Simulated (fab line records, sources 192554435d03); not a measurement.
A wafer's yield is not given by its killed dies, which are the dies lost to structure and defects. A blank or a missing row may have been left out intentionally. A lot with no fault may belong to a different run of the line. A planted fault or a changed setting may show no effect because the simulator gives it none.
8D (eight disciplines) problem report, filled in by code | flow n5_finfet | the parts of the form that need people (team, actions taken, sign-off) are left out
Where a reading is given only as a bound, like >300, the bound stands for it, and a mean or a difference that rests on one is marked > or <: the true number lies beyond.

## 1. THE PROBLEM
raw_defect_count at N5_HKMG_FIN_INSPECT_61 reads a mean of >300 on 9 wafers of 3 lots; wafers without a fault read 2.0 with a standard deviation of 1.4. So: +99 or more standard deviations from the usual mean.
The step: inspects for defects (macro).
Earliest sighting: wafer L547.4 on defect_inspect-02 at day 9 00:35. Wafers with a number at this step in the record: 35, from 12 lots. By rule, "out" or "out of limits" means more than 4 standard deviations away from the usual mean. The rest of the wafers with a number are treated as sound.

## 2. WHAT IT IS, WHAT IT ISN'T
question                    | is                                   | is not
which readings at this step | raw_defect_count                     | -
which lots                  | L547, L548, L549                     | L528, L531, L532, L534, L535, L536, L537, L539, L540
which wafers of those lots  | all that have a number               | -
read on which gauges        | defect_inspect-01, defect_inspect-02 | -
when                        | from day 9 00:35                     | up to then (26 sound wafers)

## 3. THE SUSPECTS, EACH WITH WHAT RULES IT OUT
Counting: a tool at a process step up to the reading stays a suspect if it ran every lot that is out and no sound lot after the first of them.
- the gauge at N5_HKMG_FIN_INSPECT_61 is ruled out. Those wafers that are out were read across 2 gauges (defect_inspect-01, defect_inspect-02).
- ald_hk-01 at N5_HKMG_FIN_HK_ALD_01 (deposits HfO2, target thk 1.6 nm, pulse time 3 s, purge time 3 s): kept. It ran every lot that is out, first L547 (day 8 23:43), and no sound lot after that; its last sound lot up to then is L540 (day 7 08:17).
- ald_hk-02 at N5_HKMG_FIN_ALD_75 (deposits Al2O3, target thk 1 nm, co reactant pulse time 1 s): kept. It ran every lot that is out, first L547 (day 9 00:11), and no sound lot after that; its last sound lot up to then is L540 (day 7 08:47).
Left after counting: ald_hk-01 at N5_HKMG_FIN_HK_ALD_01, ald_hk-02 at N5_HKMG_FIN_ALD_75.

## 4. THE CAUSE (what the simulator had put in)
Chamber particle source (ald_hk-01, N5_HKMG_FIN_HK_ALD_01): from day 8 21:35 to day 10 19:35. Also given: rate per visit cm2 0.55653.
2 suspects survive the count, and this tool is in that group.

## 5. SEQUENCE OF EFFECTS, ordered by route
One row per reading whose mean, taken over the struck wafers that have a number, lies over 3 standard deviations from the usual. Readings are gone through only where the record gives a usual standard deviation; hours: the median, over the lots, of the time from a lot's start at the first step in this table giving one to that lot's start at this step; sigmas: the change measured in usual standard deviations.
hours | step                    | reading             | usual | on struck wafers | change | sigmas
0     | N5_HKMG_FIN_INSPECT_61  | raw_defect_count    | 2.0   | >300             | >+298  | +99 or more
191   | N5_PASSIVATION_PROBE_49 | killed_at_front_end | 42    | 144              | +102   | +8.5
191   | N5_PASSIVATION_PROBE_49 | killed_dies         | 105   | 206              | +101   | +6.3
Here are the process steps it includes:
- N5_PASSIVATION_PROBE_49

## 6. HOW IT WOULD HAVE BEEN CAUGHT EARLIER
3 hours passed between the start of the fault at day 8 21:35 and the first reading out of limits at a measuring or inspecting step in this record, taken at day 9 00:35.
An alarm limit of 4 standard deviations would not have fired on the tool readings at N5_HKMG_FIN_HK_ALD_01 for which the record gives a usual standard deviation, since none of them was out on any struck wafer.
Among the 3 lots that are out, L548, L549 began N5_HKMG_FIN_HK_ALD_01 on ald_hk-01 after day 9 00:35. A hold on the tool at that time would have spared those 2.
